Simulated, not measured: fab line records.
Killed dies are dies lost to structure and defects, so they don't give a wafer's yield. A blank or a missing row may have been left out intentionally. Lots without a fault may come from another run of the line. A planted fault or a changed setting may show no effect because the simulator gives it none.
Chamber matching + flow n5Finfet + N5_BEOL_M7_DEP_56 on pecvd-04 has 3 sister chambers
The step deposits SiCN from 3MS/NH3, target thk 10 nm, time 17.5 s. 3 wafers are shown with their chamber, then 9 later ones without.

WAFERS WITH THEIR CHAMBER
| wafer  | chamber | throttleValvePct (%) |
|--------|---------|----------------------|
| L091.1 | 0       | 9.7                  |
| L091.2 | 1       | 9.5                  |
| L091.6 | 2       | 8.6                  |

WAFERS WITH NO CHAMBER GIVEN
| wafer  | throttleValvePct (%) |
|--------|----------------------|
| L092.1 | 9.6                  |
| L092.2 | 8.5                  |
| L092.3 | 9.5                  |
| L095.1 | 9.7                  |
| L095.4 | 9.7                  |
| L095.5 | 8.6                  |
| L094.1 | 9.8                  |
| L094.4 | 9.8                  |
| L094.6 | 9.7                  |

CHAMBER TAKEN BY EACH
| wafer  | from the rows above     | in truth                   |
|--------|-------------------------|----------------------------|
| L092.1 | can't be placed: 0 or 1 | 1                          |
| L092.2 | 2                       | 2                          |
| L092.3 | 1                       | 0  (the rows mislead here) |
| L095.1 | 0                       | 0                          |
| L095.4 | 0                       | 0                          |
| L095.5 | 2                       | 2                          |
| L094.1 | 0                       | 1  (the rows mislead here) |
| L094.4 | 0                       | 0                          |
| L094.6 | 0                       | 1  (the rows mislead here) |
Placed correctly: 5 of 9. Not placeable from these rows: 1 (in 1, the candidates include the true chamber). Placed wrongly: 3.
How it was worked out, from the rows above alone: a wafer's distance from a chamber is the root of the sum, over the readings, of the square of ((its reading less the chamber's mean) divided by the reading's scatter). The wafer belongs to the nearest chamber; if the next one is less than 2 further off, it can't be placed. The mean given for a chamber averages the wafers shown for that chamber. The scatter: root of mean squared gap, hidden wafer to nearest shown wafer, with one shown wafer a chamber.
